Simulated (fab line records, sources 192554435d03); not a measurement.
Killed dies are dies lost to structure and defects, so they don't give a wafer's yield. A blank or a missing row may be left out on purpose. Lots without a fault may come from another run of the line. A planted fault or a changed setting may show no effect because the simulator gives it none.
fab line records | flow n5_finfet | part 1 of 2: steps 1 to 4 of 6
record lots=22 wafers=66 last_day=20
route steps=1938 shown SD_EPI_N@274 SD_EPI_P@310 SD_ACTIVATION@330 ILD0@339 SDB@359
lots that met no fault: from a run of the same line without faults
start_h: hours from the record's first day to the start of the lot's first wafer shown | wait_h: hours since the lot's step before | " the same as in the row above | L1.1+2: a row that stands for several wafers | - no value, or no start given | * or withheld: withheld | < > ~ a bound
route shown NAME@n: a module of which the file shows steps, and the number in the route of the first | usual: mean/standard deviation of fault-free wafers | same: alike in all rows | chamber/n: place in a boat | sites: the reading at each site | _std_site: their standard deviation | _edge_site: outer sites' mean less inner sites' | radius_mm: how far each site lies from the wafer's centre | mask NAME#n: copy n | behind: the tool/chamber that last shaped the wafer | hold: why the lot was held/for how many hours/how that ended | device: the transistor (n, p or np) that didn't switch | end of line: the same wafers' tests at the end of the route | a step without rows: its recipe alone | killed: dies lost to structure and defects at the first sort, not the wafer's yield | map: a wafer's dies, x killed, . not, _ none there
set.NAME: the setting as run; set.NAME@STEP: as run at that earlier step | model.NAME: the simulator's own value behind a step, which no gauge read
steps of the route over a sample of lots; a table a step, a row a wafer
services: from which hour (start_h, from the record's first day; less than 0 if before it) a tool's chamber was out of use, for how many hours, and why
## steps
# step N5_SD_EPI_N_ETCH_34
# recipe chemistry=CF4 target=SiARC target_depth_a=455 mask_material=CAR-ArF-block time_s=75.8 ion_energy_ev=80 pressure_mtorr=40 source_w=545 bias_w=36 Ar_flow_sccm=100 cf4_flow_sccm=100 ends=cleared
# usual drypump_motor_current_A=5.6/0.43 etch_rf_on_time_s=75.4/2.1 oes_product_au=0.66/0.053 rf_vpp_V=183.9/1.2 showerhead_plenum_p_Torr=2.14/0.073 throttle_valve_pct=15.62/0.21
# columns lot.wafer tool chamber start_h wait_h drypump_motor_current_A etch_rf_on_time_s oes_product_au rf_hours_counter_h rf_vpp_V showerhead_plenum_p_Torr throttle_valve_pct
L074.2 rie_diel-01 1 50.14 0.0 5.8 78.1 0.72 64 183.9 2.26 15.32
L074.3 " 3 " " 5.1 77.4 0.69 91 183.9 2.08 15.62
L074.5 " 1 " " 5.8 78.1 0.72 - 186.5 2.26 15.32
L075.3 rie_diel-05 1 62.21 0.0 6.2 74.1 0.70 97 184.3 2.14 15.73
L075.5 " 0 " " 5.1 75.2 0.66 - 183.9 2.05 15.36
L075.6 " 3 " " 5.4 77.2 0.60 - 180.7 2.06 15.56
L076.1 rie_diel-05 1 66.20 0.0 6.2 74.1 0.70 97 184.9 2.14 15.73
L076.4 " 3 " " 5.5 77.5 0.60 195 184.1 2.06 15.56
L076.5 " 2 " " 5.3 77.0 0.62 - 184.6 2.22 15.66
L077.1 rie_diel-01 3 71.81 0.0 5.1 76.7 0.69 99 183.0 2.07 15.63
L077.4 " 2 " " 5.1 74.2 0.64 170 184.4 2.12 15.64
L077.5 " 1 " " 5.8 77.1 0.71 - 185.7 2.26 15.32
L078.1 rie_diel-04 3 73.15 0.0 5.5 70.7 0.71 113 183.1 2.06 15.53
L078.3 " 0 " " 5.8 76.0 0.69 97 184.2 2.14 15.11
L078.6 " 3 " " 5.4 70.2 0.71 - 184.0 2.06 15.53
L079.1 rie_diel-01 3 80.37 0.0 5.0 77.8 0.68 102 183.4 2.07 15.65
L079.4 " 0 " " 6.2 74.4 0.62 200 184.7 2.21 15.75
L079.6 " 0 " " 6.3 74.7 0.61 - 184.9 2.21 15.78
L080.1 rie_diel-04 0 86.37 0.0 5.8 76.0 0.69 102 182.0 2.14 15.12
L080.3 " 2 " " 5.6 71.8 0.84 2 185.5 2.21 15.75
L080.6 " 2 " " 5.6 72.5 0.85 - 185.1 2.21 15.74
L081.2 rie_diel-01 1 92.30 0.0 5.8 78.5 0.70 80 185.4 2.26 15.35
L081.3 " 2 " " 5.1 75.6 0.63 177 182.9 2.12 15.65
L081.4 " 0 " " 6.2 74.5 0.61 204 184.4 2.21 15.79
L082.2 rie_diel-05 3 97.22 0.0 5.4 77.4 0.59 203 183.4 2.06 15.57
L082.4 " 1 " " 6.2 74.3 0.69 106 184.0 2.14 15.75
L082.5 " 0 " " 5.1 75.0 0.65 - 182.5 2.04 15.37
L083.2 rie_diel-04 2 106.98 0.0 5.6 72.3 0.82 9 185.4 2.21 15.78
L083.5 " 0 " " 5.8 76.2 0.68 - 183.7 2.13 15.15
L083.6 " 1 " " 6.1 76.0 0.64 - 182.2 2.07 15.89
L084.1 rie_diel-01 0 110.11 0.0 6.2 73.9 0.61 212 184.9 2.21 15.80
L084.4 " 2 " " 5.1 74.9 0.63 184 182.1 2.12 15.65
L084.6 " 3 " " 5.0 77.7 0.67 - 183.0 2.07 15.67
L086.2 rie_diel-05 0 123.82 0.0 5.1 76.6 0.64 167 182.9 2.04 15.37
L086.4 " 1 " " 6.1 74.3 0.69 114 185.2 2.14 15.75
L086.6 " 1 " " 6.1 74.6 0.68 - 184.6 2.13 15.76
L087.1 rie_diel-04 2 126.73 0.0 5.6 73.1 0.80 15 185.1 2.21 15.78
L087.2 " 0 " " 5.8 76.8 0.66 115 184.5 2.13 15.14
L087.4 " 1 " " 6.1 76.7 0.63 161 182.4 2.07 15.92
L088.1 rie_diel-01 2 132.12 0.0 5.1 74.7 0.63 192 183.9 2.11 15.67
L088.2 " 0 " " 6.3 72.7 0.60 219 186.9 2.21 15.80
L088.6 " 0 " " 6.3 73.5 0.61 - 184.0 2.21 15.79
L089.1 rie_diel-01 2 138.72 0.0 5.1 75.3 0.62 193 183.4 2.11 15.66
L089.2 " 0 " " 6.2 73.7 0.61 220 184.5 2.21 15.82
L089.6 " 0 " " 6.2 73.5 0.60 - 183.2 2.21 15.82
L090.1 rie_diel-05 0 143.65 0.0 5.2 75.5 0.64 173 181.9 2.04 15.37
L090.3 " 3 " " 5.4 77.7 0.58 218 183.8 2.05 15.61
L090.5 " 1 " " 6.2 73.8 0.69 - 184.0 2.13 15.76
L091.1 rie_diel-01 0 152.12 0.0 6.2 74.1 0.60 224 185.0 2.21 15.82
L091.4 " 3 " " 5.0 77.0 0.67 126 182.7 2.07 15.69
L091.5 " 2 " " 5.1 74.6 0.62 - 184.6 2.11 15.67
L092.1 rie_diel-01 1 156.48 0.0 5.8 77.4 0.69 101 185.6 2.25 15.39
L092.3 " 3 " " 5.0 76.7 0.66 127 183.1 2.07 15.70
L092.5 " 0 " " 6.3 73.8 0.60 - 184.6 2.21 15.79
L093.3 rie_diel-01 2 162.88 0.0 5.1 74.5 0.62 200 183.5 2.11 15.69
L093.4 " 1 " " 5.8 78.0 0.68 103 186.3 2.25 15.40
L093.6 " 1 " " 5.8 77.7 0.67 - 185.7 2.25 15.40
L094.4 rie_diel-04 1 169.03 0.0 6.2 76.3 0.63 172 184.0 2.07 15.92
L094.5 " 1 " " 6.1 75.5 0.63 - 183.4 2.07 15.93
L094.6 " 2 " " 5.6 72.4 0.79 - 183.5 2.20 15.80
L096.2 rie_diel-05 1 185.38 0.0 6.2 71.9 0.67 138 182.8 2.13 15.80
L096.3 " 0 " " 5.1 74.4 0.64 190 182.3 2.03 15.42
L096.4 " 2 " " 5.3 77.4 0.59 222 184.6 2.21 15.75
L097.1 rie_diel-04 3 190.45 0.0 5.5 71.0 0.68 148 182.4 2.05 15.60
L097.4 " 1 " " 6.1 74.6 0.63 178 181.9 2.07 15.95
L097.6 " 1 " " 6.2 74.1 0.63 - 182.1 2.07 15.95
# step N5_SD_EPI_P_ETCHBACK_46
# recipe chemistry=CH3F/O2 mode=anisotropic_etchback target=SiNx target_depth_a=175 stop_on=SiO2 over_etch_frac=0.3 ion_energy_ev=120 pressure_mtorr=30 source_w=395 bias_w=73 Ar_flow_sccm=150 CH3F_flow_sccm=30 O2_flow_sccm=20
# usual drypump_motor_current_A=5.6/0.39 oes_product_au=0.68/0.062 rf_vpp_V=297/7 showerhead_plenum_p_Torr=2.01/0.075 throttle_valve_pct=16.34/0.18
# same over_etch_frac=0.3
# columns lot.wafer tool chamber start_h wait_h drypump_motor_current_A oes_product_au rf_hours_counter_h rf_vpp_V showerhead_plenum_p_Torr throttle_valve_pct
L074.2 rie_diel-06 1 54.96 0.0 5.4 0.78 26 311 2.06 16.40
L074.3 " 2 " " 5.9 0.73 67 287 1.86 16.23
L074.5 " 1 " " 5.4 0.77 - 312 2.06 16.39
L075.3 rie_diel-02 0 66.89 0.0 5.5 0.72 72 289 1.94 16.13
L075.5 " 3 " " 5.7 0.66 - 293 1.90 16.40
L075.6 " 0 " " 5.5 0.72 - 288 1.94 16.12
L076.1 rie_diel-03 0 71.16 0.0 6.0 0.82 2 305 2.04 16.11
L076.4 " 1 " " 6.4 0.68 126 302 2.01 16.33
L076.5 " 2 " " 5.4 0.61 - 300 2.08 16.45
L077.1 rie_diel-02 1 77.37 0.0 5.4 0.76 33 303 2.12 16.04
L077.4 " 3 " " 5.7 0.65 167 293 1.90 16.41
L077.5 " 3 " " 5.7 0.65 - 293 1.90 16.39
L078.1 rie_diel-03 3 77.96 0.0 4.9 0.66 147 299 2.08 16.58
L078.3 " 0 " " 6.0 0.82 4 304 2.04 16.10
L078.6 " 2 " " 5.4 0.61 - 299 2.08 16.45
L079.1 rie_diel-03 2 85.35 0.0 5.4 0.61 190 299 2.08 16.48
L079.4 " 0 " " 6.0 0.81 6 305 2.04 16.10
L079.6 " 1 " " 6.5 0.68 - 301 2.01 16.35
L080.1 rie_diel-02 1 91.73 0.0 5.4 0.76 36 302 2.12 16.03
L080.3 " 0 " " 5.5 0.71 79 287 1.94 16.15
L080.6 " 2 " " 5.5 0.65 - 287 2.01 16.35
L081.2 rie_diel-06 3 97.23 0.0 5.8 0.61 176 293 2.00 16.55
L081.3 " 1 " " 5.4 0.75 40 313 2.06 16.41
L081.4 " 2 " " 5.9 0.71 - 287 1.86 16.27
L082.2 rie_diel-03 2 102.05 0.0 5.4 0.61 195 299 2.07 16.47
L082.4 " 1 " " 6.5 0.67 135 301 2.01 16.36
L082.5 " 1 " " 6.5 0.68 - 302 2.01 16.35
L083.2 rie_diel-03 0 112.22 0.0 6.0 0.79 15 306 2.04 16.12
L083.5 " 0 " " 6.0 0.79 - 304 2.04 16.12
L083.6 " 3 " " 4.9 0.65 - 297 2.08 16.60
L084.1 rie_diel-03 0 114.95 0.0 6.0 0.79 15 304 2.04 16.13
L084.4 " 3 " " 4.9 0.65 - 297 2.08 16.59
L084.6 " 0 " " 6.0 0.78 - 306 2.04 16.13
L086.2 rie_diel-06 1 128.92 0.0 5.4 0.74 51 313 2.05 16.42
L086.4 " 0 " " 5.5 0.83 4 289 1.97 15.96
L086.6 " 2 " " 5.9 0.69 - 287 1.85 16.28
L087.1 rie_diel-02 0 131.66 0.0 5.5 0.71 86 291 1.94 16.15
L087.2 " 3 " " 5.6 0.65 183 293 1.89 16.43
L087.4 " 1 " " 5.4 0.73 50 303 2.12 16.05
L088.1 rie_diel-02 3 137.09 0.0 5.6 0.64 184 291 1.89 16.44
L088.2 " 2 " " 5.5 0.64 167 287 2.00 16.38
L088.6 " 0 " " 5.5 0.71 - 288 1.94 16.17
L089.1 rie_diel-03 3 144.68 0.0 4.9 0.64 166 299 2.07 16.62
L089.2 " 1 " " 6.5 0.67 143 300 2.01 16.35
L089.6 " 2 " " 5.4 0.60 - 299 2.07 16.50
L090.1 rie_diel-06 2 150.28 0.0 5.8 0.69 96 289 1.85 16.28
L090.3 " 1 " " 5.4 0.74 55 313 2.05 16.46
L090.5 " 3 " " 5.8 0.61 - 292 1.99 16.58
L091.1 rie_diel-02 2 158.00 0.0 5.5 0.64 173 287 2.00 16.40
L091.4 " 0 " " 5.5 0.70 93 288 1.94 16.17
L091.5 " 3 " " 5.7 0.64 - 292 1.89 16.43
L092.1 rie_diel-02 1 161.97 0.0 5.4 0.72 58 304 2.12 16.09
L092.3 " 0 " " 5.5 0.70 94 288 1.94 16.18
L092.5 " 3 " " 5.6 0.64 - 294 1.89 16.46
L093.3 rie_diel-02 3 167.74 0.0 5.6 0.63 193 294 1.89 16.46
L093.4 " 1 " " 5.4 0.72 - 302 2.11 16.09
L093.6 " 3 " " 5.7 0.64 - 292 1.89 16.45
L094.4 rie_diel-02 2 173.73 0.0 5.5 0.64 175 289 2.00 16.42
L094.5 " 1 " " 5.4 0.71 - 302 2.11 16.10
L094.6 " 0 " " 5.5 0.69 - 288 1.94 16.18
L096.2 rie_diel-03 3 190.24 0.0 4.9 0.64 178 298 2.07 16.64
L096.3 " 1 " " 6.4 0.66 155 301 2.00 16.39
L096.4 " 0 " " 6.0 0.76 36 305 2.03 16.16
L097.1 rie_diel-03 2 195.89 0.0 5.4 0.59 222 298 2.07 16.52
L097.4 " 1 " " 6.4 0.66 156 300 2.00 16.39
L097.6 " 2 " " 5.4 0.59 - 298 2.07 16.50
# step N5_SD_EPI_P_SD_RECESS_17
# recipe chemistry=HBr/Cl2/O2 target_depth_a=391 bt_time_s=3 pressure_mtorr=10 icp_w=800 bias_w=112 HBr_flow_sccm=150 Cl2_flow_sccm=80 O2_flow_sccm=12
# usual drypump_motor_current_A=5.7/0.39 oes_product_au=0.991/0.018 throttle_valve_pct=37.0/0.31
# columns lot.wafer tool chamber start_h wait_h drypump_motor_current_A oes_product_au rf_hours_counter_h throttle_valve_pct
L074.2 rie_si-03 2 55.23 0.0 5.6 0.987 81 37.3
L074.3 " 0 " " 5.8 1.006 1 36.6
L074.5 " 1 " " 5.9 0.969 - 37.3
L075.3 rie_si-03 3 67.16 0.0 6.6 1.005 192 37.2
L075.5 " 2 " " 5.6 0.990 - 37.3
L075.6 " 1 " " 5.9 0.977 - 37.3
L076.1 rie_si-04 3 71.43 0.0 5.9 0.987 174 36.8
L076.4 " 0 " " 5.6 0.975 2 36.9
L076.5 " 1 " " 5.5 1.033 - 36.9
L077.1 rie_si-05 1 77.64 0.0 5.8 0.993 50 37.3
L077.4 " 3 " " 5.1 0.984 7 37.7
L077.5 " 0 " " 6.3 0.993 - 36.8
L078.1 rie_si-04 2 78.23 0.0 5.9 1.006 118 37.2
L078.3 " 3 " " 5.9 0.989 174 36.8
L078.6 " 1 " " 5.6 1.022 - 36.8
L079.1 rie_si-05 0 85.62 0.0 6.2 0.987 8 36.8
L079.4 " 1 " " 5.9 0.977 51 37.3
L079.6 " 1 " " 5.9 0.982 - 37.4
L080.1 rie_si-05 0 92.01 0.0 6.3 0.978 8 36.8
L080.3 " 3 " " 5.1 0.978 8 37.7
L080.6 " 1 " " 5.9 0.992 - 37.4
L081.2 rie_si-05 2 97.50 0.0 5.1 0.982 92 36.8
L081.3 " 3 " " 5.1 0.976 8 37.7
L081.4 " 1 " " 5.9 0.977 51 37.4
L082.2 rie_si-04 2 102.32 0.0 5.9 1.006 118 37.2
L082.4 " 0 " " 5.6 0.974 3 37.0
L082.5 " 0 " " 5.6 0.966 - 36.9
L083.2 rie_si-04 1 112.49 0.0 5.6 1.033 140 36.8
L083.5 " 2 " " 5.9 1.000 - 37.2
L083.6 " 1 " " 5.6 1.031 - 36.8
L084.1 rie_si-03 1 115.22 0.0 5.9 0.967 152 37.3
L084.4 " 0 " " 5.8 1.021 2 36.6
L084.6 " 1 " " 5.9 0.972 - 37.3
L086.2 rie_si-03 3 129.19 0.0 6.6 1.006 193 37.2
L086.4 " 1 " " 5.9 0.972 152 37.3
L086.6 " 3 " " 6.6 1.000 - 37.2
L087.1 rie_si-05 0 131.93 0.0 6.2 0.982 9 36.8
L087.2 " 1 " " 5.9 0.985 52 37.3
L087.4 " 1 " " 5.9 0.984 - 37.3
L088.1 rie_si-04 0 137.36 0.0 5.6 0.965 4 37.0
L088.2 " 1 " " 5.6 1.030 141 36.8
L088.6 " 1 " " 5.6 1.029 - 36.8
L089.1 rie_si-04 3 144.95 0.0 5.9 0.990 176 36.8
L089.2 " 2 " " 5.9 0.995 119 37.2
L089.6 " 0 " " 5.6 0.973 - 37.0
L090.1 rie_si-05 0 150.55 0.0 6.3 0.987 9 36.8
L090.3 " 3 " " 5.1 0.977 9 37.7
L090.5 " 1 " " 5.9 0.982 - 37.4
L091.1 rie_si-05 0 158.27 0.0 6.2 0.995 10 36.8
L091.4 " 3 " " 5.0 0.975 - 37.7
L091.5 " 2 " " 5.1 0.982 - 36.8
L092.1 rie_si-04 1 162.24 0.0 5.6 1.033 141 36.8
L092.3 " 2 " " 5.9 0.996 119 37.2
L092.5 " 1 " " 5.6 1.029 - 36.8
L093.3 rie_si-03 0 168.01 0.0 5.8 1.017 3 36.5
L093.4 " 2 " " 5.6 0.990 - 37.3
L093.6 " 1 " " 5.9 0.973 - 37.3
L094.4 rie_si-05 2 174.00 0.0 5.1 0.984 93 36.8
L094.5 " 1 " " 5.9 0.978 - 37.4
L094.6 " 2 " " 5.1 0.983 - 36.8
L096.2 rie_si-05 3 190.51 0.0 5.1 0.989 9 37.7
L096.3 " 2 " " 5.1 0.991 93 36.8
L096.4 " 0 " " 6.2 0.989 10 36.8
L097.1 rie_si-03 0 196.16 0.0 5.8 1.013 4 36.6
L097.4 " 3 " " 6.6 0.994 0 37.4
L097.6 " 0 " " 5.8 1.016 - 36.6
# step N5_SD_ACTIVATION_RTA_00
# recipe temp_c=975 time_s=0 ambient=N2 idle_temp_c=600 ramp_up_c_per_s=150 ramp_down_c_per_s=60 cool_to_c=600
# usual lamp_power_pct=8.96/0.053 lamp_zone_1_pct=8.948/0.026 wafer_temp_C_max=975.1/1.8
# columns lot.wafer tool chamber start_h wait_h lamp_power_pct lamp_zone_1_pct wafer_temp_C_max
L074.2 rtp_anneal-01 0 58.34 0.1 8.97 8.986 971.9
L074.3 " 0 " " 8.99 8.982 974.6
L074.5 " 0 " " 8.90 8.950 977.1
L075.3 rtp_anneal-01 0 70.39 0.2 9.06 8.919 975.6
L075.5 " 0 " " 9.04 8.946 972.9
L075.6 " 0 " " 9.01 8.958 973.0
L076.1 rtp_anneal-01 0 74.49 0.0 8.92 8.964 973.6
L076.4 " 0 " " 9.03 8.960 973.5
L076.5 " 0 " " 8.92 8.927 975.7
L077.1 rtp_anneal-02 0 80.70 0.0 8.92 8.968 972.6
L077.4 " 0 " " 8.94 8.892 972.4
L077.5 " 0 " " 8.89 8.966 976.2
L078.1 rtp_anneal-02 0 81.29 0.0 8.92 8.982 973.5
L078.3 " 0 " " 8.97 8.883 977.5
L078.6 " 0 " " 9.04 8.976 973.4
L079.1 rtp_anneal-02 0 88.68 0.0 8.88 8.878 974.9
L079.4 " 0 " " 8.99 8.961 975.2
L079.6 " 0 " " 8.93 8.938 978.9
L080.1 rtp_anneal-02 0 95.06 0.0 8.88 8.974 971.9
L080.3 " 0 " " 8.97 8.904 973.7
L080.6 " 0 " " 8.95 8.950 973.4
L081.2 rtp_anneal-02 0 100.59 0.1 8.98 8.919 976.7
L081.3 " 0 " " 8.97 8.921 972.3
L081.4 " 0 " " 8.89 8.953 977.2
L082.2 rtp_anneal-02 0 105.44 0.1 9.07 8.954 976.3
L082.4 " 0 " " 8.80 8.999 974.6
L082.5 " 0 " " 8.94 8.919 975.8
L083.2 rtp_anneal-02 0 115.58 0.1 8.95 9.006 973.8
L083.5 " 0 " " 8.98 8.946 978.2
L083.6 " 0 " " 9.00 8.943 972.8
L084.1 rtp_anneal-01 0 118.31 0.0 9.11 8.917 977.5
L084.4 " 0 " " 9.02 8.919 978.2
L084.6 " 0 " " 8.97 8.931 969.6
L086.2 rtp_anneal-02 0 132.28 0.1 8.95 8.964 972.7
L086.4 " 0 " " 8.92 8.916 978.2
L086.6 " 0 " " 8.90 8.951 974.1
L087.1 rtp_anneal-01 0 135.02 0.0 8.92 8.959 971.7
L087.2 " 0 " " 8.95 8.957 977.7
L087.4 " 0 " " 9.04 8.932 973.4
L088.1 rtp_anneal-02 0 140.66 0.3 9.02 8.978 978.0
L088.2 " 0 " " 8.92 8.968 971.5
L088.6 " 0 " " 8.95 9.002 975.8
L089.1 rtp_anneal-02 0 148.06 0.1 9.05 8.932 975.0
L089.2 " 0 " " 8.98 8.920 974.3
L089.6 " 0 " " 8.90 8.951 974.0
L090.1 rtp_anneal-01 0 153.62 0.0 8.93 8.946 976.2
L090.3 " 0 " " 8.91 8.957 976.3
L090.5 " 0 " " 9.03 8.927 974.5
L091.1 rtp_anneal-02 0 161.34 0.0 8.91 8.905 974.1
L091.4 " 0 " " 9.01 8.943 975.1
L091.5 " 0 " " 8.96 8.980 975.0
L092.1 rtp_anneal-02 0 165.31 0.0 8.98 8.942 971.8
L092.3 " 0 " " 8.99 8.922 976.0
L092.5 " 0 " " 8.91 8.918 977.6
L093.3 rtp_anneal-02 0 171.13 0.1 8.98 8.922 974.6
L093.4 " 0 " " 9.01 8.986 975.1
L093.6 " 0 " " 8.97 8.910 975.6
L094.4 rtp_anneal-02 0 177.34 0.2 8.95 8.948 974.9
L094.5 " 0 " " 9.06 8.972 974.9
L094.6 " 0 " " 9.01 8.939 975.6
L096.2 rtp_anneal-02 0 193.60 0.1 8.93 8.940 975.0
L096.3 " 0 " " 8.90 8.933 975.3
L096.4 " 0 " " 8.97 8.915 975.8
L097.1 rtp_anneal-02 0 199.33 0.1 8.87 8.942 973.4
L097.4 " 0 " " 8.93 8.950 976.4
L097.6 " 0 " " 8.96 8.973 976.7
